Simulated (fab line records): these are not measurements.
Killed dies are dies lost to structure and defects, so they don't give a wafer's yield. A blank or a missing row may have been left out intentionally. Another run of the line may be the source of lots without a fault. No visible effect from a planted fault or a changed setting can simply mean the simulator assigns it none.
Matching of chambers	flow n5 finfet	rie diel-02 running N5_BEOL_M2_ETCH_64: 4 sister chambers
The step etches SOC in N2/H2, target depth 75 nm, overetch 22.5 nm, time 121.9 s. 14 wafers are shown with their chamber, then 7 later ones without.

WAFERS WITH THEIR CHAMBER
wafer	chamber	drypump motor current A (A)	showerhead plenum p Torr (Torr)	throttle valve pct (%)
L080.1	2	5.3	2.72	17.91
L080.3	1	5.9	2.40	18.05
L080.6	3	6.4	2.59	17.77
L081.4	3	6.4	2.59	17.78
L081.5	2	5.3	2.72	17.89
L081.6	0	5.0	2.42	18.15
L083.2	0	5.1	2.41	18.19
L083.4	0	5.1	2.41	18.18
L083.6	2	5.3	2.72	17.93
L090.1	1	5.9	2.72	17.57
L090.5	0	5.1	2.41	18.19
L090.6	3	6.4	2.58	17.80
L091.1	3	6.4	2.58	17.81
L091.5	2	5.3	2.71	17.94

SIGNATURES (means of the wafers above)
reading	chamber 0	chamber 1	chamber 2	chamber 3	scatter within a chamber
drypump motor current A	5.075	5.900	5.300	6.400	0.0274
showerhead plenum p Torr	2.4125	2.5600	2.7175	2.5850	0.0717
throttle valve pct	18.1775	17.8100	17.9175	17.7900	0.109
Rule: a wafer's distance from a chamber is the root of the sum, over the readings, of the square of ((its reading less the chamber's mean) divided by the reading's scatter). If the next closest chamber is less than 2 further off than the closest, the wafer can't be placed; otherwise it belongs to the closest. The scatter: take each reading less its chamber's mean, square it, sum over the shown wafers, divide by the number of wafers less the number of chambers, and take the root.

WAFERS WITHOUT THEIR CHAMBER
wafer	drypump motor current A (A)	showerhead plenum p Torr (Torr)	throttle valve pct (%)
L091.6	6.4	2.58	17.81
L095.3	6.4	2.58	17.83
L095.4	5.3	2.71	17.97
L095.6	5.9	2.71	17.61
L097.4	5.3	2.70	17.97
L097.5	6.4	2.58	17.84
L097.6	5.9	2.71	17.61

CHAMBER TAKEN BY EACH
wafer	from the rows above	in truth
L091.6	3	3
L095.3	3	3
L095.4	2	2
L095.6	1	1
L097.4	2	2
L097.5	3	3
L097.6	1	1
Correct placement for 7 of the 7. Number that these rows cannot place: 0. Placed wrongly: 0.
